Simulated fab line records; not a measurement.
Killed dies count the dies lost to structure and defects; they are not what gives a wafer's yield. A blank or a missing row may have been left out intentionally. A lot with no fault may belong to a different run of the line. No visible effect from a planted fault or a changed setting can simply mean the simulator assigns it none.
Split-lot study	flow n5_finfet	39 wafers read across 7 lots, on a route 1938 steps long

## THE SPLIT
At N5_MOL_CONTACT_COAG_ALD_27 (deposits SiOC, target thk 17 nm, pulse time 1.5 s, time 2720 s), the setting ald_cycles was moved away from the recipe's 340 on 15 of the 39 wafers read, by -40.0% to +45.3%. The other wafers ran this setting at the recipe's value.

The reading is taken at the split's own step.

## THE READING
SiOC_of_MOL_CONTACT_COAG_ALD_27.thk_nm (the simulator's own value, which no gauge read), in nm, at N5_MOL_CONTACT_COAG_ALD_27 (deposits SiOC, target thk 17 nm, pulse time 1.5 s, time 2720 s). The file does not state a usual value for it. Here, 24 wafers ran the recipe; their average is 17.0 nm with a standard deviation of 0.094 nm.

wafer	tool, chamber at the split	ald_cycles as run	against the recipe	SiOC_of_MOL_CONTACT_COAG_ALD_27.thk_nm, nm	against lot-mates on the recipe
L074.1	ald_sin-04, 2,3,3	340	recipe	17	-
L074.3	ald_sin-04, 2,3,3	340	recipe	17	-
L074.5	ald_sin-04, 2,3,3	340	recipe	17	-
L082.1	ald_sin-02, 1,2	340	recipe	17	-
L082.2	ald_sin-02, 1,2	340	recipe	17	-
L082.3	ald_sin-02, 0,3,3	270	-20.6%	13.4	-3.5
L082.4	ald_sin-02, 0,3,3	270	-20.6%	13.4	-3.5
L082.6	ald_sin-02, 0,3,3	270	-20.6%	13.4	-3.5
L082.5	ald_sin-02, 0	340	recipe	16.8	-
L085.1	ald_sin-03, 2	278	-18.2%	13.8	-3.1
L085.4	ald_sin-03, 2	278	-18.2%	13.8	-3.1
L085.2	ald_sin-03, 3	340	recipe	17	-
L085.5	ald_sin-03, 3	340	recipe	17	-
L085.3	ald_sin-03, 1	278	-18.2%	14	-2.9
L085.6	ald_sin-03, 1	340	recipe	16.8	-
L089.1	ald_sin-04, 2	340	recipe	17	-
L089.6	ald_sin-04, 2	340	recipe	17	-
L089.2	ald_sin-04, 3,1,1	204	-40.0%	10.2	-6.9
L089.3	ald_sin-04, 3,1,1	204	-40.0%	10.2	-6.9
L089.5	ald_sin-04, 3,1,1	204	-40.0%	10.2	-6.9
L089.4	ald_sin-04, 0	340	recipe	17.2	-
L093.1	ald_sin-03, 2,0,0	340	recipe	16.8	-
L093.3	ald_sin-03, 2,0,0	340	recipe	16.8	-
L093.6	ald_sin-03, 2,0,0	340	recipe	16.8	-
L093.2	ald_sin-03, 3,1,1	340	recipe	17	-
L093.4	ald_sin-03, 3,1,1	340	recipe	17	-
L093.5	ald_sin-03, 3,1,1	340	recipe	17	-
L096.1	ald_sin-02, 3,3,0	340	recipe	17	-
L096.5	ald_sin-02, 3,3,0	340	recipe	17	-
L096.6	ald_sin-02, 3,3,0	340	recipe	17	-
L096.2	ald_sin-02, 2	494	+45.3%	24.8	+7.8
L096.3	ald_sin-02, 0,1	494	+45.3%	24.6	+7.6
L096.4	ald_sin-02, 0,1	494	+45.3%	24.6	+7.6
L097.1	ald_sin-02, 2,0,1	340	recipe	17	-
L097.5	ald_sin-02, 2,0,1	340	recipe	17	-
L097.6	ald_sin-02, 2,0,1	340	recipe	17	-
L097.2	ald_sin-02, 3,0,1	471	+38.5%	23.4	+6.4
L097.3	ald_sin-02, 3,0,1	471	+38.5%	23.4	+6.4
L097.4	ald_sin-02, 3,0,1	471	+38.5%	23.4	+6.4
If several chambers appear in one row, that row covers several wafers at once and the file leaves open which wafer was in which chamber.

THE FIT
A straight line over all 39 wafers: SiOC_of_MOL_CONTACT_COAG_ALD_27.thk_nm changes by +0.169 nm for each +1% of ald_cycles; r = +1.00; the points scatter about the line by 0.091 nm.
The same after taking each lot's own level away (the mean of its wafers on the recipe; 39 wafers): +0.169 nm for each +1%; r = +1.00; scatter 0.084 nm.
That fit puts the effect of the largest move of ald_cycles on the reading at 7.7 nm.
From 16.90 to 17.07 nm: that is the span of the lots' own levels, equal to 1.8 times the standard deviation above.
Consequently the slope shifts little with the lot-to-lot level, the two slopes agreeing.
Check: with one of the wafers moved furthest among these (+45.3%) left out of the fit, the line predicts +7.62 nm for it against its lot-mates. It came out at +7.8 nm against them.

## OTHER SPLITS ON THESE WAFERS
Other splits were also applied to these wafers ahead of the reading. Each is held against what the fit with the lots' levels taken away leaves over:
other split on the same wafers	wafers away from the commonest value	r with SiOC_of_MOL_CONTACT_COAG_ALD_27.thk_nm (lot level and that fit taken away)
N5_FIN_SAQP_SPACER1_ALD_24 ald_cycles	12	-0.04
N5_SPACER0_ALD_00 ald_cycles	15	+0.24
N5_ILD0_ALD_15 ald_cycles	15	-0.02

## THE FILE'S OWN FIT
SiOC_of_MOL_CONTACT_COAG_ALD_27.thk_nm changes by +0.169 nm for each +1% of ald_cycles, r = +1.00.
